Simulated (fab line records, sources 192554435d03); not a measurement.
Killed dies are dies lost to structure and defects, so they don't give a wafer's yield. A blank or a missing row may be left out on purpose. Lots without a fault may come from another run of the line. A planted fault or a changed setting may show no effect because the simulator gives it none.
A struck lot beside a sound one | flow n5_finfet | 38 steps out of a route of 1938
Sound: wafers L652.1, L652.3, L652.4. Struck: wafers L650.5, L650.6. (L650.3 of the same lot was not struck and is left out.) The cause comes at the end.
At each step with rows: each side's tool, then ch and its chambers, then its first start. Under that, the readings that differ: sound wafers | struck wafers | difference of the means | sigmas: that difference in standard deviations of wafers without a fault.
alike: readings whose means differ by less than 2 such deviations, and words and numbers that are the same on both sides. not compared: withheld readings, readings that some wafer has no value for, bounds like >300 that may hide the same value, and numbers for which the record gives no deviation and whose values overlap.
The two part at a step that has a row with sigmas, a row that says differs or no value, or rows on one side only. Numbers that don't overlap but have no deviation are shown without sigmas and don't part them. A reading that every wafer of one side lacks parts them only if that side has two wafers or more.

first, 9 steps without rows for these wafers: N5_BEOL_M4_ANNEAL_95 (time 240 s); N5_BEOL_M4_SPUTTER_96 (material Cu, target thk 4.5 nm, time 8.29 s); N5_BEOL_M4_ECD_50 (material Cu, target thk 300 nm); N5_BEOL_M4_ANNEAL_51 (time 90 s); N5_BEOL_M4_CMP_52 (polishes, stops on SiOC, t overpolish 6.8 s, target thk 40 nm); N5_BEOL_M4_PRE_CLEAN_60 (time 15 s); N5_BEOL_M4_CO_CAP_55 (material Co, precursor CCTBA/H2, target thk 2 nm, time 102.1 s); N5_BEOL_M4_PRE_CLEAN_56 (time 15 s); N5_BEOL_M4_DEP_57 (deposits SiCN from 3MS/NH3, target thk 8 nm, time 14 s).
N5_BEOL_M4_RC_MEAS_101:
  sound on prober-02 ch 0, day 13 22:43; struck on prober-02 ch 0, day 13 01:22
  alike: DIBL_N, DIBL_P, IOFF_N, IOFF_P, ION_N, ION_P, SS_N, SS_P, VT_N, VT_P
then, 24 steps without rows for these wafers: N5_BEOL_M5_ILD_DEP_00 (deposits SiCOH lowk from DEMS/porogen, target thk 140.64 nm, time 25.9 s); N5_BEOL_M5_CURE_79 (cures SiCOH lowk, time 240 s); N5_BEOL_M5_PECVD_70 (deposits SiO2 from TEOS/O2, target thk 16 nm, time 18 s); N5_BEOL_M5_HM_DEP_02 (deposits TiN, target thk 20 nm); N5_BEOL_M5_COAT_59 (time 60 s, resist thk 60 nm); N5_BEOL_M5_COAT_60 (time 60 s, resist thk 12 nm); N5_BEOL_M5_COAT_71 (time 60 s, resist thk 5 nm); N5_BEOL_M5_COAT_05 (resist thk 30 nm); N5_BEOL_M5_EBR_07; N5_BEOL_M5_SOFTBAKE_06 (time 60 s); N5_BEOL_M5_EXPOSE_08 (exposes mask M5, target cd 28 nm); N5_BEOL_M5_PEB_09 (peb time 60 s); N5_BEOL_M5_DEVELOP_10 (develop time 30 s); N5_BEOL_M5_DESCUM_16 (chemistry O2, time 7 s); N5_BEOL_M5_ETCH_72 (etches underlayer in N2/H2, target depth 6.5 nm, time 5.2 s); N5_BEOL_M5_ETCH_61 (etches SiARC in CF4, target depth 15.6 nm, time 26 s); N5_BEOL_M5_ETCH_62 (etches SOC in N2/H2, target depth 75 nm, overetch 15 nm, time 112.5 s); N5_BEOL_M5_STRIP_63 (strips in N2/H2); N5_BEOL_M5_STRIP_73 (strips in N2/H2); N5_BEOL_M5_STRIP_64 (strips in CF4); N5_BEOL_M5_HM_OPEN_17 (chemistry Cl2/BCl3, target TiN, target depth 20 nm, overetch 6 nm); N5_BEOL_M5_STRIP_19 (strips in O2); N5_BEOL_M5_COAT_65 (time 60 s, resist thk 60 nm); N5_BEOL_M5_COAT_66 (time 60 s, resist thk 12 nm).
N5_BEOL_M6_CMP_52: polishes, stops on SiCOH lowk, t overpolish 6.9 s, target thk 80 nm.
  sound on cmp-01 ch 0,1,2, day 14 21:11; struck on cmp-02 ch 1,2, day 13 23:28
  reading                      | sound             | struck      | difference                    | sigmas
  barrier_field_endpoint_s (s) | 31.2 29.2 29.7    | 46.8 46.8   | +16.8                         | +18
  overpolish_run_s (s)         | 6.902 6.884 6.890 | 0.039 0.035 | -6.855                        | -99 or more
  pad_life_wafers              | 2036 2035 2037    | - -         | no value on the struck wafers |
  time_to_endpoint_s (s)       | 73 69 63          | 81 82       | +13                           | +3
  alike: clearing_platen_down_force_psi, motor_current_A
N5_BEOL_M6_THK_MEAS_53: measures by xrf.
  sound on film_metro-02, day 14 21:26; struck on film_metro-01, day 13 23:41
  reading     | sound          | struck      | difference | sigmas
  M6_THK (nm) | 81.4 83.4 79.1 | 192.9 182.3 | +106.3     | +43
N5_BEOL_M6_INSPECT_58: inspects for defects (darkfield).
  sound on defect_inspect-02, day 14 21:36; struck on defect_inspect-02, day 13 23:50
  reading          | sound    | struck    | difference | sigmas
  raw_defect_count | 59 57 50 | 1371 1290 | +1275      | +47
-- the record jumps here: 3 days lie between the struck wafers' starts before and after (it left off in module BEOL_M6 and takes up again in module PASSIVATION, whose first step shown is number 1936 of the route) --
N5_PASSIVATION_PROBE_49:
  the record has rows for the struck wafers here (prober-01, day 17 09:22) and none for the sound ones

WHERE THEY PART
First at N5_BEOL_M6_CMP_52; last, within this record, at N5_PASSIVATION_PROBE_49.

WHY: what the simulator had put in
Process parameter drift: cmp-02, from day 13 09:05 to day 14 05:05, at N5_BEOL_M6_CMP_52. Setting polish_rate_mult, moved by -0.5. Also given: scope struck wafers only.
